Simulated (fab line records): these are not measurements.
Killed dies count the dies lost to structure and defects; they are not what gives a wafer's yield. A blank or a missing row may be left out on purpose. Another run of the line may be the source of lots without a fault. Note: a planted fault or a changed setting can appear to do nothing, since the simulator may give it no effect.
Which tool is to blame?	flow nand-harc	72 wafers from 24 lots sampled at 6 of the route's 1302 steps

== WHAT THE GAUGES READ, wafer by wafer ==
No reading from a measuring or inspecting step in the record can be judged against a usual standard deviation.

== TOOL THAT RAN EACH LOT (tool first, then ch and the chambers of the sampled wafers, then the start) ==
lot	NHARC_P_M0_PRE_CLEAN_29	NHARC_P_M0_ANNEAL_30	NHARC_P_M1_DESCUM_14	NHARC_P_M1_PVD_20	NHARC_P_M1_PVD_21	NHARC_P_M1_ANNEAL_31
L074	pvd-sputter-01, day 6 02:50 or earlier	rtp-anneal-02 ch 0, day 6 02:50	rie-diel-08 ch 0,2,3, day 6 05:08	pvd-sputter-01, day 6 07:28 or earlier	pvd-sputter-01, day 6 07:28 or earlier	rtp-anneal-02 ch 0, day 6 07:28
L075	pvd-sputter-03, day 6 11:26 or earlier	rtp-anneal-02 ch 0, day 6 11:26	rie-diel-08 ch 0,1,2, day 6 13:47	pvd-sputter-03, day 6 15:35 or earlier	pvd-sputter-03, day 6 15:35 or earlier	rtp-anneal-01 ch 0, day 6 15:35
L076	pvd-sputter-03, day 7 00:14 or earlier	rtp-anneal-02 ch 0, day 7 00:14	rie-diel-08 ch 0,1,2, day 7 02:40	pvd-sputter-03, day 7 04:25 or earlier	pvd-sputter-03, day 7 04:25 or earlier	rtp-anneal-01 ch 0, day 7 04:25
L077	pvd-sputter-03, day 7 15:28 or earlier	rtp-anneal-02 ch 0, day 7 15:28	rie-diel-08 ch 1,3, day 7 17:45	pvd-sputter-02, day 7 19:36 or earlier	pvd-sputter-02, day 7 19:36 or earlier	rtp-anneal-02 ch 0, day 7 19:36
L078	pvd-sputter-01, day 7 15:47 or earlier	rtp-anneal-01 ch 0, day 7 15:47	rie-diel-09 ch 1,3, day 7 18:04	pvd-sputter-03, day 7 20:03 or earlier	pvd-sputter-03, day 7 20:03 or earlier	rtp-anneal-01 ch 0, day 7 20:03
L079	pvd-sputter-02, day 8 01:05 or earlier	rtp-anneal-01 ch 0, day 8 01:05	rie-diel-08 ch 0,3, day 8 03:30	pvd-sputter-02, day 8 05:14 or earlier	pvd-sputter-02, day 8 05:14 or earlier	rtp-anneal-02 ch 0, day 8 05:14
L080	pvd-sputter-03, day 8 17:19 or earlier	rtp-anneal-02 ch 0, day 8 17:19	rie-diel-04 ch 0,1,2, day 8 20:10	pvd-sputter-01, day 8 21:56 or earlier	pvd-sputter-01, day 8 21:56 or earlier	rtp-anneal-02 ch 0, day 8 21:56
L081	pvd-sputter-02, day 8 22:22 or earlier	rtp-anneal-01 ch 0, day 8 22:22	rie-diel-09 ch 0,1,3, day 9 00:43	pvd-sputter-01, day 9 02:47 or earlier	pvd-sputter-01, day 9 02:47 or earlier	rtp-anneal-01 ch 0, day 9 02:47
L082	pvd-sputter-02, day 9 20:11 or earlier	rtp-anneal-02 ch 0, day 9 20:11	rie-diel-08 ch 1,3, day 9 22:34	pvd-sputter-01, day 10 00:25 or earlier	pvd-sputter-01, day 10 00:25 or earlier	rtp-anneal-01 ch 0, day 10 00:25
L083	pvd-sputter-02, day 10 00:22 or earlier	rtp-anneal-02 ch 0, day 10 00:22	rie-diel-04 ch 0,1,2, day 10 02:41	pvd-sputter-03, day 10 04:31 or earlier	pvd-sputter-03, day 10 04:31 or earlier	rtp-anneal-02 ch 0, day 10 04:31
L084	pvd-sputter-01, day 10 04:06 or earlier	rtp-anneal-01 ch 0, day 10 04:06	rie-diel-09 ch 0,1,3, day 10 06:32	pvd-sputter-01, day 10 08:18 or earlier	pvd-sputter-01, day 10 08:18 or earlier	rtp-anneal-01 ch 0, day 10 08:18
L085	pvd-sputter-02, day 10 16:50 or earlier	rtp-anneal-02 ch 0, day 10 16:50	rie-diel-08 ch 0,3, day 10 19:11	pvd-sputter-02, day 10 21:08 or earlier	pvd-sputter-02, day 10 21:08 or earlier	rtp-anneal-01 ch 0, day 10 21:08
L086	pvd-sputter-03, day 10 22:40 or earlier	rtp-anneal-01 ch 0, day 10 22:40	rie-diel-09 ch 0,2, day 11 01:04	pvd-sputter-03, day 11 02:50 or earlier	pvd-sputter-03, day 11 02:50 or earlier	rtp-anneal-02 ch 0, day 11 02:50
L087	pvd-sputter-03, day 11 09:18 or earlier	rtp-anneal-01 ch 0, day 11 09:18	rie-diel-09 ch 0,1,3, day 11 11:45	pvd-sputter-02, day 11 13:35 or earlier	pvd-sputter-02, day 11 13:35 or earlier	rtp-anneal-01 ch 0, day 11 13:35
L089	pvd-sputter-01, day 12 05:38 or earlier	rtp-anneal-01 ch 0, day 12 05:38	rie-diel-09 ch 1,2, day 12 07:56	pvd-sputter-03, day 12 09:44 or earlier	pvd-sputter-03, day 12 09:44 or earlier	rtp-anneal-01 ch 0, day 12 09:44
L088	pvd-sputter-03, day 12 06:27 or earlier	rtp-anneal-01 ch 0, day 12 06:27	rie-diel-09 ch 1,2, day 12 08:49	pvd-sputter-01, day 12 10:37 or earlier	pvd-sputter-01, day 12 10:37 or earlier	rtp-anneal-01 ch 0, day 12 10:37
L090	pvd-sputter-01, day 12 20:14 or earlier	rtp-anneal-01 ch 0, day 12 20:14	rie-diel-09 ch 0,2,3, day 12 22:40	pvd-sputter-03, day 13 00:31 or earlier	pvd-sputter-03, day 13 00:31 or earlier	rtp-anneal-01 ch 0, day 13 00:31
L091	pvd-sputter-01, day 13 00:09 or earlier	rtp-anneal-02 ch 0, day 13 00:09	rie-diel-09 ch 0,1, day 13 02:33	pvd-sputter-01, day 13 04:19 or earlier	pvd-sputter-01, day 13 04:19 or earlier	rtp-anneal-01 ch 0, day 13 04:19
L092	pvd-sputter-02, day 13 20:04 or earlier	rtp-anneal-02 ch 0, day 13 20:04	rie-diel-09 ch 0,3, day 13 22:26	pvd-sputter-01, day 14 00:15 or earlier	pvd-sputter-01, day 14 00:15 or earlier	rtp-anneal-01 ch 0, day 14 00:15
L093	pvd-sputter-02, day 14 00:23 or earlier	rtp-anneal-02 ch 0, day 14 00:23	rie-diel-09 ch 2,3, day 14 02:46	pvd-sputter-02, day 14 04:35 or earlier	pvd-sputter-02, day 14 04:35 or earlier	rtp-anneal-02 ch 0, day 14 04:35
L094	pvd-sputter-01, day 14 13:52 or earlier	rtp-anneal-02 ch 0, day 14 13:52	rie-diel-08 ch 0,1,2, day 14 16:17	pvd-sputter-02, day 14 18:02 or earlier	pvd-sputter-02, day 14 18:02 or earlier	rtp-anneal-01 ch 0, day 14 18:02
L095	pvd-sputter-03, day 14 15:41 or earlier	rtp-anneal-02 ch 0, day 14 15:41	rie-diel-09 ch 0,1, day 14 18:02	pvd-sputter-01, day 14 19:50 or earlier	pvd-sputter-01, day 14 19:50 or earlier	rtp-anneal-02 ch 0, day 14 19:50
L096	pvd-sputter-03, day 15 08:20 or earlier	rtp-anneal-01 ch 0, day 15 08:20	rie-diel-09 ch 0,2,3, day 15 10:29	pvd-sputter-01, day 15 12:24 or earlier	pvd-sputter-01, day 15 12:24 or earlier	rtp-anneal-02 ch 0, day 15 12:24
L097	pvd-sputter-01, day 16 01:23 or earlier	rtp-anneal-02 ch 0, day 16 01:23	rie-diel-09 ch 0,1,2, day 16 03:40	pvd-sputter-01, day 16 05:25 or earlier	pvd-sputter-01, day 16 05:25 or earlier	rtp-anneal-02 ch 0, day 16 05:25
- NHARC_P_M0_PRE_CLEAN_29: time 30 s.
- NHARC_P_M0_ANNEAL_30: time 90 s.
- NHARC_P_M1_DESCUM_14: chemistry O2, time 3 s.
- NHARC_P_M1_PVD_20: deposits TaN, target thk 5 nm, time 8.06 s.
- NHARC_P_M1_PVD_21: deposits Cu, target thk 30 nm, time 20.49 s.
- NHARC_P_M1_ANNEAL_31: time 90 s.

== AS READ BY THE TOOLS THEMSELVES (means over the sampled wafers that have a number; for cases with no such wafer, the mark the record gives instead) ==
NHARC_P_M0_PRE_CLEAN_29.
lot	tool	heater-power-w (W)
L074	pvd-sputter-01	441
L075	pvd-sputter-03	429
L076	pvd-sputter-03	419
L077	pvd-sputter-03	432
L078	pvd-sputter-01	427
L079	pvd-sputter-02	443
L080	pvd-sputter-03	437
L081	pvd-sputter-02	399
L082	pvd-sputter-02	458
L083	pvd-sputter-02	451
L084	pvd-sputter-01	429
L085	pvd-sputter-02	429
L086	pvd-sputter-03	433
L087	pvd-sputter-03	416
L089	pvd-sputter-01	421
L088	pvd-sputter-03	429
L090	pvd-sputter-01	426
L091	pvd-sputter-01	434
L092	pvd-sputter-02	373
L093	pvd-sputter-02	467
L094	pvd-sputter-01	426
L095	pvd-sputter-03	407
L096	pvd-sputter-03	425
L097	pvd-sputter-01	423

NHARC_P_M0_ANNEAL_30.
lot	tool	wafer_temp_C_max
L074	rtp-anneal-02	226.04
L075	rtp-anneal-02	225.99
L076	rtp-anneal-02	226.18
L077	rtp-anneal-02	226.08
L078	rtp-anneal-01	225.97
L079	rtp-anneal-01	226.03
L080	rtp-anneal-02	225.96
L081	rtp-anneal-01	226.07
L082	rtp-anneal-02	225.77
L083	rtp-anneal-02	226.12
L084	rtp-anneal-01	225.80
L085	rtp-anneal-02	225.94
L086	rtp-anneal-01	225.75
L087	rtp-anneal-01	226.04
L089	rtp-anneal-01	226.09
L088	rtp-anneal-01	225.93
L090	rtp-anneal-01	226.13
L091	rtp-anneal-02	225.95
L092	rtp-anneal-02	226.09
L093	rtp-anneal-02	226.01
L094	rtp-anneal-02	226.04
L095	rtp-anneal-02	226.10
L096	rtp-anneal-01	225.75
L097	rtp-anneal-02	225.97

NHARC_P_M1_DESCUM_14.
lot	tool	drypump-motor-current-A (A)	oes-product-au (a.u.)	rf-vpp-V (V)	showerhead-plenum-p-Torr (Torr)	throttle-valve-pct (%)
L074	rie-diel-08	5.33	1.000	58.2	1.93	11.309
L075	rie-diel-08	5.43	1.004	57.7	1.86	11.315
L076	rie-diel-08	5.41	1.001	57.6	1.86	11.314
L077	rie-diel-08	5.81	0.999	57.0	1.89	11.298
L078	rie-diel-09	5.65	1.004	58.0	1.82	11.306
L079	rie-diel-08	5.45	1.008	57.0	1.88	11.312
L080	rie-diel-04	5.91	1.000	57.6	1.88	11.322
L081	rie-diel-09	5.69	1.003	56.6	1.85	11.309
L082	rie-diel-08	5.71	0.992	56.9	1.95	11.313
L083	rie-diel-04	5.92	1.009	57.6	1.88	11.313
L084	rie-diel-09	5.70	1.001	58.0	1.85	11.301
L085	rie-diel-08	5.54	0.992	56.7	1.95	11.309
L086	rie-diel-09	5.58	0.997	56.5	1.87	11.316
L087	rie-diel-09	5.69	1.007	56.8	1.84	11.318
L089	rie-diel-09	5.48	0.994	58.2	1.79	11.312
L088	rie-diel-09	5.48	0.996	57.3	1.79	11.304
L090	rie-diel-09	5.71	0.989	57.3	1.83	11.309
L091	rie-diel-09	5.53	1.004	57.5	1.85	11.294
L092	rie-diel-09	5.85	1.003	57.9	1.83	11.307
L093	rie-diel-09	5.65	0.998	57.7	1.78	11.305
L094	rie-diel-08	5.41	1.008	58.4	1.86	11.309
L095	rie-diel-09	5.53	1.005	56.8	1.85	11.303
L096	rie-diel-09	5.69	0.998	57.6	1.83	11.308
L097	rie-diel-09	5.52	0.995	56.4	1.84	11.307

NHARC_P_M1_PVD_20.
lot	tool	throttle-valve-pct (%)
L074	pvd-sputter-01	30.4
L075	pvd-sputter-03	30.9
L076	pvd-sputter-03	30.9
L077	pvd-sputter-02	30.7
L078	pvd-sputter-03	30.9
L079	pvd-sputter-02	30.8
L080	pvd-sputter-01	31.0
L081	pvd-sputter-01	31.1
L082	pvd-sputter-01	30.3
L083	pvd-sputter-03	30.6
L084	pvd-sputter-01	31.1
L085	pvd-sputter-02	30.4
L086	pvd-sputter-03	30.9
L087	pvd-sputter-02	30.5
L089	pvd-sputter-03	30.7
L088	pvd-sputter-01	31.3
L090	pvd-sputter-03	31.1
L091	pvd-sputter-01	30.8
L092	pvd-sputter-01	30.1
L093	pvd-sputter-02	30.9
L094	pvd-sputter-02	30.3
L095	pvd-sputter-01	30.6
L096	pvd-sputter-01	31.7
L097	pvd-sputter-01	30.3

NHARC_P_M1_PVD_21.
lot	tool	throttle-valve-pct (%)
L074	pvd-sputter-01	31.3
L075	pvd-sputter-03	30.9
L076	pvd-sputter-03	30.7
L077	pvd-sputter-02	30.2
L078	pvd-sputter-03	31.4
L079	pvd-sputter-02	30.2
L080	pvd-sputter-01	31.0
L081	pvd-sputter-01	30.4
L082	pvd-sputter-01	30.6
L083	pvd-sputter-03	30.6
L084	pvd-sputter-01	31.0
L085	pvd-sputter-02	30.2
L086	pvd-sputter-03	30.2
L087	pvd-sputter-02	30.3
L089	pvd-sputter-03	30.7
L088	pvd-sputter-01	30.7
L090	pvd-sputter-03	31.2
L091	pvd-sputter-01	30.7
L092	pvd-sputter-01	30.8
L093	pvd-sputter-02	30.7
L094	pvd-sputter-02	30.3
L095	pvd-sputter-01	31.7
L096	pvd-sputter-01	30.8
L097	pvd-sputter-01	30.0

NHARC_P_M1_ANNEAL_31.
lot	tool	wafer_temp_C_max
L074	rtp-anneal-02	226.18
L075	rtp-anneal-01	225.89
L076	rtp-anneal-01	225.95
L077	rtp-anneal-02	226.13
L078	rtp-anneal-01	225.84
L079	rtp-anneal-02	226.12
L080	rtp-anneal-02	226.13
L081	rtp-anneal-01	225.80
L082	rtp-anneal-01	226.00
L083	rtp-anneal-02	226.28
L084	rtp-anneal-01	225.77
L085	rtp-anneal-01	226.01
L086	rtp-anneal-02	225.59
L087	rtp-anneal-01	225.86
L089	rtp-anneal-01	226.02
L088	rtp-anneal-01	226.03
L090	rtp-anneal-01	225.98
L091	rtp-anneal-01	225.85
L092	rtp-anneal-01	226.06
L093	rtp-anneal-02	225.86
L094	rtp-anneal-01	225.60
L095	rtp-anneal-02	225.93
L096	rtp-anneal-02	225.83
L097	rtp-anneal-02	226.01

== THE ANSWER, worked out from the rows above alone ==
Rule: usual is defined by the lots themselves. The widest of any qualifying gaps counts: lots, ordered by their means at a reading, are off when they make up no more than a third of the lots, leave a main group of 4 or more, and stand apart from it by 3 or more times the standard deviation of that group's means. A main group is skipped when, at the precision printed for the reading in the tables above, its means are all equal. Also off: a lot with no number at a reading for which 4 or more lots have one. Any other lot the step has rows for is counted as sound. After the gauges, taken in route order, come the tools' own readings; for these a lot's mean is taken, as printed above. The first step at which some lot is off is used, and at that step the reading that is off furthest; a lot without a number counts as furthest.
Across all readings shown, no lot is off: no conclusion can be drawn from this.

== WHAT THE SIMULATOR HAD INSERTED ==
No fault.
